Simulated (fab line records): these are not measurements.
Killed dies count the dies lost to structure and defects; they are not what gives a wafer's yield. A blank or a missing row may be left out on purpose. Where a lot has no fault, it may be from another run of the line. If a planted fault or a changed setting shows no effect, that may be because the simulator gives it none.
Matching of chambers | flow n5-finfet | 4 sister chambers for N5_DUMMY_GATE_STRIP_41 on rie-diel-04
The step strips in O2. 8 wafers are shown with their chamber, then 9 later ones without.

WAFERS PAIRED WITH THEIR CHAMBERS
wafer  | chamber | drypump-motor-current-A (A) | throttle-valve-pct (%)
L082.2 | 3       | 5.6                         | 17.02
L082.3 | 2       | 5.2                         | 16.40
L085.3 | 1       | 6.5                         | 16.82
L085.5 | 0       | 6.3                         | 16.55
L085.6 | 3       | 5.6                         | 17.04
L086.4 | 2       | 5.1                         | 16.41
L086.5 | 0       | 6.4                         | 16.55
L086.6 | 1       | 6.5                         | 16.79

WAFERS WITH NO CHAMBER GIVEN
wafer  | drypump-motor-current-A (A) | throttle-valve-pct (%)
L088.2 | 6.5                         | 16.83
L088.4 | 5.1                         | 16.44
L088.6 | 5.6                         | 17.04
L089.1 | 6.5                         | 16.83
L089.2 | 6.4                         | 16.58
L089.3 | 5.6                         | 17.06
L097.3 | 6.3                         | 16.60
L097.5 | 6.4                         | 16.60
L097.6 | 5.6                         | 17.08

EACH ONE'S CHAMBER
wafer  | from the rows above | in truth
L088.2 | 1                   | 1
L088.4 | 2                   | 2
L088.6 | 3                   | 3
L089.1 | 1                   | 1
L089.2 | 0                   | 0
L089.3 | 3                   | 3
L097.3 | 0                   | 0
L097.5 | 0                   | 0
L097.6 | 3                   | 3
Correctly placed: 9 of 9. From these rows, 0 cannot be placed. Placed wrongly: 0.
How it was worked out, from the rows above alone: a wafer's distance from a chamber is the root of the sum, over the readings, of the square of ((its reading less the chamber's mean) divided by the reading's scatter). The wafer belongs to the nearest chamber; if the next one is less than 2 further off, it can't be placed. Each chamber's mean is taken over the wafers shown for it. The scatter: take each reading less its chamber's mean, square it, sum over the shown wafers, divide by the number of wafers less the number of chambers, and take the root.
